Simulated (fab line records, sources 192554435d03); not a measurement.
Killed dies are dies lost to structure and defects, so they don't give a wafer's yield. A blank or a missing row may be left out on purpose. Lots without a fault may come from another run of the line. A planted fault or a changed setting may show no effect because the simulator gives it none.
A struck lot beside a sound one | flow n5_finfet | 20 steps out of a route of 1938
Sound: wafers L765.1, L765.5, L765.6. Struck: wafers L767.2, L767.4, L767.6. The cause comes at the end.
At each step with rows: each side's tool, then ch and its chambers, then its first start. Under that, the readings that differ: sound wafers | struck wafers | difference of the means | sigmas: that difference in standard deviations of wafers without a fault.
alike: readings whose means differ by less than 2 such deviations, and words and numbers that are the same on both sides. not compared: withheld readings, readings that some wafer has no value for, bounds like >300 that may hide the same value, and numbers for which the record gives no deviation and whose values overlap.
The two part at a step that has a row with sigmas, a row that says differs or no value, or rows on one side only. Numbers that don't overlap but have no deviation are shown without sigmas and don't part them. A reading that every wafer of one side lacks parts them only if that side has two wafers or more.

first, 8 steps without rows for these wafers: N5_BEOL_M11_SPUTTER_48 (material Cu, target thk 12 nm, time 2 s); N5_BEOL_M11_ECD_50 (material Cu, target thk 318 nm); N5_BEOL_M11_ANNEAL_51 (time 90 s); N5_BEOL_M11_CMP_52 (polishes, stops on SiCOH lowk, t overpolish 7 s, target thk 140 nm); N5_BEOL_M11_PRE_CLEAN_55 (time 15 s); N5_BEOL_M11_DEP_56 (deposits SiCN from 3MS/NH3, target thk 30 nm, time 10.5 s); N5_BEOL_M12_ILD_DEP_00 (deposits SiOC from DEMS/O2, target thk 658.92 nm, time 130.7 s); N5_BEOL_M12_COAT_58 (time 60 s, resist thk 89 nm).
N5_BEOL_M12_COAT_04: resist thk 400 nm.
  sound on litho_track-02 ch 0, day 14 12:04; struck on litho_track-02 ch 0, day 15 14:32
  reading                                    | sound                | struck               | difference | sigmas
  spin_speed_rpm (rpm)                       | 1624.3 1625.6 1626.0 | 1459.9 1458.5 1459.0 | -166.2     | -99 or more
  model.coat_of_BEOL_M12_COAT_04.thk_nm (nm) | 401.6 400.2 401.2    | 424 424.4 423.6      | +23        |
  alike: chill_plate_temp_C
then, 8 steps without rows for these wafers: N5_BEOL_M12_EBR_06; N5_BEOL_M12_SOFTBAKE_05 (time 60 s); N5_BEOL_M12_EXPOSE_07 (exposes mask V11); N5_BEOL_M12_PEB_08 (peb time 90 s); N5_BEOL_M12_DEVELOP_09 (develop time 45 s); N5_BEOL_M12_HARDBAKE_14 (time 120 s); N5_BEOL_M12_DESCUM_15 (chemistry O2, time 7.9 s); N5_BEOL_M12_ETCH_59 (etches BARC in N2/H2, target depth 89 nm, overetch 26.7 nm, time 67.9 s).
N5_BEOL_M12_VIA_ETCH_16: etches SiOC in C4F8/O2/Ar, target depth 724.8 nm.
  sound on rie_diel-03 ch 0,1,3, day 14 12:30; struck on rie_diel-01 ch 0,2,3, day 15 15:06
  reading                                    | sound             | struck          | difference | sigmas
  model.coat_of_BEOL_M12_COAT_04.thk_nm (nm) | 125.4 119.8 125.4 | 147.2 145 144.6 | +22.1      |
  alike: drypump_motor_current_A, oes_product_au, rf_vpp_V, showerhead_plenum_p_Torr, throttle_valve_pct
N5_BEOL_M12_STRIP_63: strips in N2/H2.
  sound on plasma_asher-01 ch 0,1, day 14 12:42; struck on plasma_asher-01 ch 0,1, day 15 15:19
  reading                      | sound             | struck            | difference | sigmas
  n2_flow_sccm (sccm)          | 1738 1741 1739    | 1757 1748 1751    | +13        | +2
  oes_product_au (a.u.)        | 0.688 0.695 0.693 | 0.698 0.705 0.700 | +0.009     | +2
  strip_time_to_endpoint_s (s) | 43.1 41.6 43.2    | 48.9 48.3 48.3    | +5.9       | +6
  alike: drypump_motor_current_A, heater_power_w
  not compared: rf_hours_counter_h
then, 1 step without rows for these wafers: N5_BEOL_M12_STRIP_64 (strips in N2/H2).

WHERE THEY PART
First at N5_BEOL_M12_COAT_04; last, within this record, at N5_BEOL_M12_STRIP_63.

WHY: what the simulator had put in
Process parameter drift: litho_track-02, from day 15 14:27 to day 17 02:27, at N5_BEOL_M12_COAT_04. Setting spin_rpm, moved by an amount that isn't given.
